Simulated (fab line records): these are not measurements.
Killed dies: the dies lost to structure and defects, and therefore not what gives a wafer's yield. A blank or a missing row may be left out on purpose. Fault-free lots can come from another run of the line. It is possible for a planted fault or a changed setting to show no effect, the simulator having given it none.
Which of the tools did it?	flow n5 finfet	at 1 step of a route of 1938, 11 lots with 32 wafers sampled

## WHAT THE GAUGES SHOWED, per wafer
N5_BEOL_M6_OVL_MEAS_29.
lot	measured	on	V5_OVL (nm)
L405	day 8 13:58	overlay-01	-0.7 -0.8 -1.3
L406	day 9 02:11	overlay-01	0.1 1.2 1.6
L410	day 10 02:39	overlay-02	0.8 -0.6 0.2
L414	day 10 19:00	overlay-02	1.0 1.4 1.5
L421	day 13 02:24	overlay-01	0.6 0.8 0.1
L422	day 13 04:01	overlay-01	0.1 -0.2 0.1
L423	day 13 10:32	overlay-02	0.3 0.9 0.7
L425	day 14 16:39	overlay-01	0.3 0.5 0.9
L427	day 14 16:49	overlay-01	0.0 0.7 0.5
L426	day 15 03:26	overlay-01	0.3 0.6
L428	day 15 15:23	overlay-02	0.3 -0.3 -0.1

## EACH LOT AND THE TOOL THAT RAN IT (in order: tool; ch and the chambers of the sampled wafers; start)
Record: no process step prior to these readings.

## THE ANSWER, worked out from the rows above alone
Rule: the usual values come from the lots themselves. Put in order of their means at a reading, lots are off if they are a third of the lots or fewer, leave a main group of 4 or more, and stand apart from it by a gap of 3 or more times the standard deviation of the main group's means; of several such gaps the widest counts. If all means in a main group match to the digits the tables above print for the reading, that group is not used. A lot without any number at a reading at which 4 lots or more have one is off too. All remaining lots with rows at the step are treated as sound.
Across all readings shown, no lot is off: no conclusion can be drawn from this.

## WHAT HAD BEEN PUT IN BY THE SIMULATOR
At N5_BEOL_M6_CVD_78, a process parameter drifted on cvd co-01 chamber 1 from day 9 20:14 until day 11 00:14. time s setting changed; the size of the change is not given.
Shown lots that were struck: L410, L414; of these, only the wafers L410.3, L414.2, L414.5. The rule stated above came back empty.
